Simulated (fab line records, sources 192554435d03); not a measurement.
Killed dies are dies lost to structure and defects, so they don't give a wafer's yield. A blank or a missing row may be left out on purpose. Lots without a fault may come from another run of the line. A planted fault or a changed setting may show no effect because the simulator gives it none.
fab line records    flow n5_finfet
record: lots: 7  wafers: 39
route steps=1938 shown WELL_APT@55 FIN_CUT@173 DUMMY_GATE@248 SD_EPI_N@288 SD_EPI_P@310 SD_ACTIVATION@330
start_h: start of the lot's first displayed wafer, in hours after the record's first day    wait_h: hours from the lot's prior step to this one    " same as the row above    L1.1+2: one row covering several wafers at once    - no value, or no start was given    * or withheld: withheld    < > ~ a bound
route shown NAME@n: NAME is a module with steps in the file, n the number in the route of the first one    usual: average and standard deviation across the fault-free wafers    same: alike in all rows    chamber/n: place in a boat    sites: each site's reading    _std_site: standard deviation across them    _edge_site: inner sites' mean taken away from outer sites' mean    radius_mm: how far each site lies from the wafer's centre    mask NAME#n: copy n    behind: tool/chamber where the wafer was last shaped    hold: why the lot went on hold/how many hours it stayed there/how the hold came to an end    device: the transistor (n, p or np) that didn't switch    end of line: the route-end tests of the same wafers    step lacking rows: just its recipe    killed: count of dies lost to structure and defects at first sort (not the wafer's yield)    map: a wafer's dies, marking killed ones x, the rest . and places with no die _
set.NAME: setting as actually run; set.NAME@STEP: the setting as run at that earlier step    model.NAME: the simulator's own value behind a step, which no gauge read
lots whose settings were changed on purpose; a table a step, a row a wafer
== steps ==
step: N5_WELL_APT_EPI_41
recipe: material: Si  target_thk_a: 500  temp_c: 650  precursor: SiH4/H2  pressure_torr: 20  time_s: 297.7
lot.wafer  tool          chamber  start_h  wait_h  set.target_thk_a  model.Si_of_WELL_APT_EPI_41.thk_nm
L074.1     epi_rpcvd-02  0        16.20    0.0     483.7             48.49
L074.2     "             0        "        "       483.7             47.68
L074.3     "             0        "        "       500               49.7
L074.4     "             0        "        "       500               50.01
L074.5     "             0        "        "       500               50.27
L074.6     "             0        "        "       483.7             48.07
L076.1     epi_rpcvd-03  0        28.86    0.0     536.3             53.81
L076.2     "             0        "        "       536.3             53.06
L076.3     "             0        "        "       536.3             53.91
L076.4     "             0        "        "       500               50.55
L076.5     "             0        "        "       500               50.4
L076.6     "             0        "        "       500               50.85
L077.2     epi_rpcvd-02  0        34.16    0.1     500               49.66
L077.4     "             0        "        "       500               49.97
L077.6     "             0        "        "       500               49.49
L085.1     epi_rpcvd-02  0        82.29    0.0     500               49.72
L085.2     "             0        "        "       500               49.92
L085.3+5   "             0        "        "       500               50.2
L085.4     "             0        "        "       500               49.78
L085.6     "             0        "        "       500               49.93
L089.1     epi_rpcvd-01  0        106.82   0.0     500               49.91
L089.2     "             0        "        "       500               49.9
L089.3     "             0        "        "       500               49.85
L089.4     "             0        "        "       500               49.22
L089.5     "             0        "        "       500               49.52
L089.6     "             0        "        "       500               49.32
L092.1     epi_rpcvd-03  0        124.07   0.0     512.8             51.67
L092.2     "             0        "        "       500               51.18
L092.3     "             0        "        "       512.8             50.95
L092.4     "             0        "        "       512.8             51.56
L092.5     "             0        "        "       500               50.23
L092.6     "             0        "        "       500               50.59
L096.1     epi_rpcvd-01  0        148.59   0.0     460.1             46.31
L096.2     "             0        "        "       500               50.51
L096.3     "             0        "        "       460.1             46.13
L096.4     "             0        "        "       460.1             46.55
L096.5     "             0        "        "       500               50.32
L096.6     "             0        "        "       500               49.82
step: N5_FIN_CUT_CUT_ETCH_26
recipe: chemistry: CH3F/O2  target: SiNx  target_depth_a: 390  mask_material: SOC  time_s: 55.7  pressure_mtorr: 30  source_w: 395  bias_w: 73  Ar_flow_sccm: 150  CH3F_flow_sccm: 30  O2_flow_sccm: 20  ion_energy_ev: 120
lot.wafer  tool         chamber  start_h  wait_h  set.time_s  model.etch.depth_nm  model.SOC_of_FIN_CUT_COAT_18.thk_nm
L074.1     rie_diel-02  2        27.51    0.0     55.7        39.08                211.2
L074.2     "            0        "        "       49.92       34.95                213.2
L074.3     "            1        "        "       49.92       34.96                213
L074.4     "            3        "        "       49.92       34.3                 213.8
L074.5     "            3        "        "       55.7        38.21                211.8
L074.6     "            2        "        "       55.7        38.97                211.6
L076.1     rie_diel-04  3        39.70    0.0     55.7        39.71                211
L076.2     "            1        "        "       50.68       35.4                 213.4
L076.3     "            2        "        "       50.68       35.54                213
L076.4     "            0        "        "       50.68       35.77                213
L076.5     "            1        "        "       55.7        39.02                211.2
L076.6     "            0        "        "       55.7        39.55                211.4
L077.2     rie_diel-06  0        45.71    0.0     55.7        38.89                210.6
L077.4     "            1        "        "       55.7        38.94                210.6
L077.6     "            0        "        "       55.7        39.15                210.2
L085.1     rie_diel-04  0        101.81   0.0     55.7        39.39                211
L085.2     "            3        "        "       49.87       35                   212.8
L085.3     "            2        "        "       49.87       35.98                212.8
L085.4     "            3        "        "       49.87       35.05                213
L085.5     "            2        "        "       55.7        40.17                210.2
L085.6     "            0        "        "       55.7        39.44                211.4
L089.1     rie_diel-06  0        118.84   0.0     55.7        38.66                211.2
L089.2     "            1        "        "       55.7        38.37                210
L089.3     "            3        "        "       55.7        38.64                209.8
L089.4     "            2        "        "       55.7        39.31                210
L089.5     "            2        "        "       55.7        39.13                209.8
L089.6     "            1        "        "       55.7        38.18                210.8
L092.1     rie_diel-04  2        134.58   0.0     48.02       34.6                 214.2
L092.2     "            1        "        "       48.02       34.55                214.2
L092.3     "            3        "        "       55.7        39.14                211.8
L092.4     "            0        "        "       48.02       33.96                215
L092.5     "            0        "        "       55.7        38.99                211.4
L092.6     "            1        "        "       55.7        40.1                 211.2
L096.1     rie_diel-02  0        162.55   0.0     55.7        38.78                211.6
L096.2     "            3        "        "       55.7        37.94                211.6
L096.3     "            1        "        "       55.7        39.25                210.8
L096.4     "            2        "        "       55.7        39.29                211.2
L096.5     "            1        "        "       55.7        39.12                210
L096.6     "            2        "        "       55.7        39.51                210.8
step: N5_DUMMY_GATE_ETCH_44
recipe: chemistry: HBr/O2  over_etch_frac: 0.7  target_depth_a: 1275  stop_on: SiO2  ion_energy_ev: 60  bias_w: 20  target: poly-Si  mask_material: SiO2  pressure_mtorr: 20  icp_w: 400  HBr_flow_sccm: 120  O2_flow_sccm: 10
usual: oes_product_au: 0.728/0.011
lot.wafer  tool       chamber  start_h  wait_h  set.target_depth_a  oes_product_au
L074.1     rie_si-02  3        46.84    0.0     1275                0.718
L074.2     "          2        "        "       1275                0.721
L074.3     "          0        "        "       1275                0.739
L074.4     "          1        "        "       1275                0.719
L074.5     "          3        "        "       1275                0.723
L074.6     "          2        "        "       1275                0.710
L076.1     rie_si-01  1        61.64    0.0     1275                0.710
L076.2     "          2        "        "       1275                0.728
L076.3     "          0        "        "       1345                0.700
L076.4     "          3        "        "       1345                0.681
L076.5     "          1        "        "       1275                0.704
L076.6     "          0        "        "       1345                0.706
L077.2     rie_si-03  3        65.28    0.0     1275                0.742
L077.4     "          1        "        "       1275                0.745
L077.6     "          3        "        "       1275                0.731
L085.1     rie_si-03  3        123.87   0.0     1127                0.786
L085.2     "          2        "        "       1275                0.722
L085.3     "          1        "        "       1127                0.782
L085.4     "          0        "        "       1127                0.772
L085.5     "          1        "        "       1275                0.725
L085.6     "          2        "        "       1275                0.711
L089.1     rie_si-01  3        140.20   0.0     1231                0.727
L089.2     "          1        "        "       1275                0.723
L089.3     "          0        "        "       1275                0.735
L089.4     "          2        "        "       1231                0.755
L089.5     "          2        "        "       1231                0.760
L089.6     "          3        "        "       1275                0.709
L092.1     rie_si-02  0        154.44   0.0     1111                0.785
L092.2     "          2        "        "       1275                0.715
L092.3     "          1        "        "       1275                0.720
L092.4     "          3        "        "       1111                0.767
L092.5     "          2        "        "       1111                0.770
L092.6     "          3        "        "       1275                0.734
L096.1     rie_si-02  1        181.44   0.0     1232                0.731
L096.2     "          3        "        "       1275                0.724
L096.3     "          0        "        "       1232                0.746
L096.4     "          2        "        "       1275                0.713
L096.5     "          0        "        "       1275                0.742
L096.6     "          1        "        "       1232                0.737
step: N5_SD_EPI_N_EPI_21
recipe: material: Si:P  dopant: P  temp_c: 680  pressure_torr: 255  time_s: 690
lot.wafer  tool          chamber  start_h  wait_h  set.temp_c  model.Si-P_of_SD_EPI_N_EPI_21.thk_nm
L074.1+6   epi_rpcvd-04  0        50.33    0.1     685.1       64
L074.2     "             0        "        "       680         58.8
L074.3     "             0        "        "       680         58.2
L074.4     "             0        "        "       685.1       64.2
L074.5     "             0        "        "       680         58.4
L076.1     epi_rpcvd-04  0        64.94    0.1     680         61
L076.2+6   "             0        "        "       674.9       55.2
L076.3     "             0        "        "       680         60.2
L076.4     "             0        "        "       680         60.6
L076.5     "             0        "        "       674.9       54.8
L077.2     epi_rpcvd-03  0        68.73    0.4     680         60
L077.4     "             0        "        "       680         58.6
L077.6     "             0        "        "       680         59.8
L085.1     epi_rpcvd-02  0        127.51   0.1     675.1       56
L085.2     "             0        "        "       680         60
L085.3     "             0        "        "       675.1       55.4
L085.4     "             0        "        "       680         59.6
L085.5     "             0        "        "       680         59.4
L085.6     "             0        "        "       675.1       55.8
L089.1+4   epi_rpcvd-04  0        143.58   0.1     680         58.8
L089.2     "             0        "        "       680         58.6
L089.3     "             0        "        "       680         59.4
L089.5     "             0        "        "       680         59
L089.6     "             0        "        "       680         59.2
L092.1+2   epi_rpcvd-02  0        157.85   0.1     678.4       58.2
L092.3     "             0        "        "       678.4       58.8
L092.4+5   "             0        "        "       680         60.2
L092.6     "             0        "        "       680         60.4
L096.1+5   epi_rpcvd-02  0        184.80   0.1     676.3       55.2
L096.2     "             0        "        "       676.3       55.4
L096.3+4   "             0        "        "       680         58.4
L096.6     "             0        "        "       680         58.8
step: N5_SD_EPI_N_EPI_MEAS_23
recipe: mode: xrd
usual: thk_nm: 59.3/1.3
lot.wafer  tool           chamber  start_h  wait_h  set.temp_c@SD_EPI_N_EPI_21  thk_nm
L074.1     film_metro-02  -        52.06    1.5     685.1                       63.7
L074.2     "              -        "        "       680                         57.8
L074.3     "              -        "        "       680                         56.3
L074.4     "              -        "        "       685.1                       63.3
L074.5     "              -        "        "       680                         58.3
L074.6     "              -        "        "       685.1                       63.8
L076.1     film_metro-02  -        66.66    1.4     680                         60.9
L076.2     "              -        "        "       674.9                       55.7
L076.3     "              -        "        "       680                         61.4
L076.4     "              -        "        "       680                         62.2
L076.5     "              -        "        "       674.9                       54.4
L076.6     "              -        "        "       674.9                       54.8
L077.2     film_metro-01  -        70.16    1.2     680                         59.3
L077.4     "              -        "        "       680                         59.0
L077.6     "              -        "        "       680                         58.9
L085.1     film_metro-02  -        129.24   1.4     675.1                       56.6
L085.2     "              -        "        "       680                         59.5
L085.3     "              -        "        "       675.1                       56.4
L085.4     "              -        "        "       680                         59.3
L085.5     "              -        "        "       680                         58.7
L085.6     "              -        "        "       675.1                       54.8
L089.1     film_metro-01  -        145.29   1.4     680                         57.3
L089.2     "              -        "        "       680                         58.1
L089.3     "              -        "        "       680                         60.2
L089.4     "              -        "        "       680                         58.2
L089.5     "              -        "        "       680                         60.1
L089.6     "              -        "        "       680                         59.9
L092.1     film_metro-02  -        159.58   1.5     678.4                       58.7
L092.2     "              -        "        "       678.4                       59.6
L092.3     "              -        "        "       678.4                       57.0
L092.4     "              -        "        "       680                         61.7
L092.5     "              -        "        "       680                         59.5
L092.6     "              -        "        "       680                         59.6
L096.1     film_metro-02  -        186.52   1.4     676.3                       54.6
L096.2     "              -        "        "       676.3                       56.7
L096.3     "              -        "        "       680                         55.7
L096.4     "              -        "        "       680                         57.6
L096.5     "              -        "        "       676.3                       55.5
L096.6     "              -        "        "       680                         58.9
step: N5_SD_EPI_P_ETCHBACK_46
recipe: chemistry: CH3F/O2  mode: anisotropic_etchback  target: SiNx  target_depth_a: 175  stop_on: SiO2  over_etch_frac: 0.3  ion_energy_ev: 120  pressure_mtorr: 30  source_w: 395  bias_w: 73  Ar_flow_sccm: 150  CH3F_flow_sccm: 30  O2_flow_sccm: 20
lot.wafer   tool         chamber  start_h  wait_h  set.over_etch_frac
L074.1+2+3  rie_diel-04  0,2,1    53.54    0.0     0.3195
L074.4+5+6  "            0,1,2    "        "       0.3
L076.1+4+6  rie_diel-02  0,2,2    68.50    0.0     0.3126
L076.2+3+5  "            3,1,3    "        "       0.3
L077.2+4+6  rie_diel-06  3,2,2    71.62    0.0     0.3
L085.1+2+5  rie_diel-06  3,1,3    130.70   0.0     0.3106
L085.3+4+6  "            0,2,0    "        "       0.3
L089.1+2+3  rie_diel-04  1,0,3    147.02   0.0     0.3
L089.4+5+6  "            0,1,3    "        "       0.2788
L092.1+3+5  rie_diel-02  2,3,2    161.21   0.0     0.307
L092.2+4+6  "            1,0,1    "        "       0.3
L096.1+4+6  rie_diel-04  0,3,0    188.49   0.0     0.3153
L096.2+3+5  "            1,2,1    "        "       0.3
step: N5_SD_EPI_P_ETCH_47
recipe: chemistry: CH3F/O2  target: SiOCN  target_depth_a: 250  mask_material: SOC  ion_energy_ev: 60  bias_w: 29  pressure_mtorr: 30  source_w: 410  Ar_flow_sccm: 150  CH3F_flow_sccm: 30  O2_flow_sccm: 20
step: N5_SD_EPI_P_ETCH_16
recipe: chemistry: CHF3/O2  target: SiO2  target_depth_a: 50  mask_material: SOC  pressure_mtorr: 30  source_w: 650  bias_w: 170  Ar_flow_sccm: 200  CHF3_flow_sccm: 50  O2_flow_sccm: 5  ion_energy_ev: 200
step: N5_SD_EPI_P_EPI_21
recipe: material: SiGe:B  dopant: B  temp_c: 550  pressure_torr: 20  ambient: H2  time_s: 355
step: N5_SD_EPI_P_HM_STRIP_48
recipe: chemistry: H3PO4  temp_c: 160  material: SiNx  target: SiNx  target_depth_a: 30  overetch_fraction: 0.3
lot.wafer   tool          chamber  start_h  wait_h  set.temp_c@SD_EPI_N_EPI_21  model.Si-P_of_SD_EPI_N_EPI_21.thk_nm
L074.1+4    wet_bench-01  3,1      56.71    0.0     685.1                       63.4
L074.2      "             7        "        "       680                         58.2
L074.3      "             2        "        "       680                         57.6
L074.5      "             6        "        "       680                         57.8
L074.6      "             0        "        "       685.1                       63.2
L076.1      wet_bench-01  1        71.67    0.0     680                         60.2
L076.2+6    "             2,5      "        "       674.9                       54.6
L076.3      "             0        "        "       680                         59.6
L076.4      "             6        "        "       680                         59.8
L076.5      "             7        "        "       674.9                       54.2
L077.2      wet_bench-06  0        74.80    0.0     680                         59.4
L077.4      "             2        "        "       680                         58
L077.6      "             1        "        "       680                         59.2
L085.1      wet_bench-05  3        133.86   0.0     675.1                       55.4
L085.2      "             5        "        "       680                         59.4
L085.3      "             4        "        "       675.1                       54.8
L085.4      "             6        "        "       680                         59
L085.5      "             0        "        "       680                         58.8
L085.6      "             7        "        "       675.1                       55.2
L089.1+4    wet_bench-06  2,5      150.19   0.0     680                         58.2
L089.2      "             4        "        "       680                         58
L089.3      "             6        "        "       680                         58.8
L089.5      "             3        "        "       680                         58.4
L089.6      "             1        "        "       680                         58.6
L092.1      wet_bench-06  7        164.38   0.0     678.4                       57.6
L092.2      "             6        "        "       678.4                       57.4
L092.3      "             1        "        "       678.4                       58.2
L092.4+5+6  "             0,3,2    "        "       680                         59.6
L096.1+5    wet_bench-05  2,4      192.50   0.0     676.3                       54.6
L096.2      "             3        "        "       676.3                       54.8
L096.3      "             5        "        "       680                         57.8
L096.4      "             0        "        "       680                         57.6
L096.6      "             1        "        "       680                         58.2
step: N5_SD_EPI_P_SRD_49
recipe: dry: ipa_marangoni  time_s: 30  temp_c: 23  rinse_liquid: diw
step: N5_SD_EPI_P_PRECLEAN_24
recipe: chemistry: O3/DIW  time_s: 45  temp_c: 22  o3_ppm: 10
step: N5_SD_ACTIVATION_RTA_00
recipe: temp_c: 975  time_s: 0  ambient: N2  idle_temp_c: 600  ramp_up_c_per_s: 150  ramp_down_c_per_s: 60  cool_to_c: 600
step: N5_SD_ACTIVATION_LSA_01
recipe: temp_c: 1080  time_s: 0.0008  ambient: N2
step: N5_SD_ACTIVATION_RS_MEAS_03
recipe: thk_meas_gauge: four-point-probe
usual: RS_SD_N: 21.76/0.28  RS_SD_P: 55.8/0.72
lot.wafer  tool           chamber  start_h  wait_h  set.temp_c@SD_EPI_N_EPI_21  RS_SD_N[ohm/sq]  RS_SD_P[ohm/sq]
L074.1     film_metro-01  -        57.27    0.2     685.1                       20.32            56.0
L074.2     "              -        "        "       680                         21.81            56.7
L074.3     "              -        "        "       680                         22.03            55.7
L074.4     "              -        "        "       685.1                       20.22            56.3
L074.5     "              -        "        "       680                         22.15            56.2
L074.6     "              -        "        "       685.1                       20.23            56.8
L076.1     film_metro-01  -        72.26    0.2     680                         21.24            56.0
L076.2     "              -        "        "       674.9                       23.41            55.1
L076.3     "              -        "        "       680                         21.57            56.2
L076.4     "              -        "        "       680                         21.34            55.6
L076.5     "              -        "        "       674.9                       23.54            56.2
L076.6     "              -        "        "       674.9                       23.43            56.0
L077.2     film_metro-02  -        75.50    0.2     680                         21.77            54.8
L077.4     "              -        "        "       680                         22.01            54.7
L077.6     "              -        "        "       680                         21.72            54.5
L085.1     film_metro-02  -        134.60   0.2     675.1                       23.17            55.9
L085.2     "              -        "        "       680                         21.33            55.6
L085.3     "              -        "        "       675.1                       23.36            55.3
L085.4     "              -        "        "       680                         21.63            55.4
L085.5     "              -        "        "       680                         21.73            55.8
L085.6     "              -        "        "       675.1                       23.16            55.8
L089.1     film_metro-02  -        150.76   0.2     680                         21.96            56.7
L089.2     "              -        "        "       680                         22.10            55.8
L089.3     "              -        "        "       680                         21.83            57.0
L089.4     "              -        "        "       680                         21.88            56.5
L089.5     "              -        "        "       680                         21.92            57.2
L089.6     "              -        "        "       680                         21.69            56.7
L092.1     film_metro-02  -        164.95   0.2     678.4                       22.24            56.6
L092.2     "              -        "        "       678.4                       22.10            57.6
L092.3     "              -        "        "       678.4                       21.62            57.0
L092.4     "              -        "        "       680                         21.27            56.4
L092.5     "              -        "        "       680                         21.45            56.6
L092.6     "              -        "        "       680                         21.22            56.6
L096.1     film_metro-02  -        193.07   0.2     676.3                       23.60            55.3
L096.2     "              -        "        "       676.3                       23.19            54.3
L096.3     "              -        "        "       680                         22.17            54.5
L096.4     "              -        "        "       680                         22.24            54.2
L096.5     "              -        "        "       676.3                       23.45            55.5
L096.6     "              -        "        "       680                         22.06            54.4
== key ==
split: step: N5_WELL_APT_EPI_41  setting: target_thk_a  stated: 500  by: wafer
response: step: N5_WELL_APT_EPI_41  reading: model.Si_of_WELL_APT_EPI_41.thk_nm  change: +0.455  per: 1%  r: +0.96
split: step: N5_FIN_CUT_CUT_ETCH_26  setting: time_s  stated: 55.7  by: wafer
response: step: N5_FIN_CUT_CUT_ETCH_26  reading: model.etch.depth_nm  change: +0.391  per: 1%  r: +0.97
response: step: N5_FIN_CUT_CUT_ETCH_26  reading: model.SOC_of_FIN_CUT_COAT_18.thk_nm  change: -0.201  per: 1%  r: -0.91
split: step: N5_DUMMY_GATE_ETCH_44  setting: target_depth_a  stated: 1275  by: wafer
response: step: N5_DUMMY_GATE_ETCH_44  reading: oes_product_au  change: -0.00449  per: 1%  r: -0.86
split: step: N5_SD_EPI_N_EPI_21  setting: temp_c  stated: 680  by: wafer
response: step: N5_SD_EPI_N_EPI_21  reading: model.Si-P_of_SD_EPI_N_EPI_21.thk_nm  change: +6.72  per: 1%  r: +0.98
response: step: N5_SD_EPI_N_EPI_MEAS_23  reading: thk_nm  change: *  per: 1%  r: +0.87
response: step: N5_SD_EPI_P_HM_STRIP_48  reading: model.Si-P_of_SD_EPI_N_EPI_21.thk_nm  change: +6.6  per: 1%  r: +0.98
response: step: N5_SD_ACTIVATION_RS_MEAS_03  reading: RS_SD_N  change: -2.46  per: 1%  r: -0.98
split: step: N5_SD_EPI_P_ETCHBACK_46  setting: over_etch_frac  stated: 0.3  by: wafer
response none clear
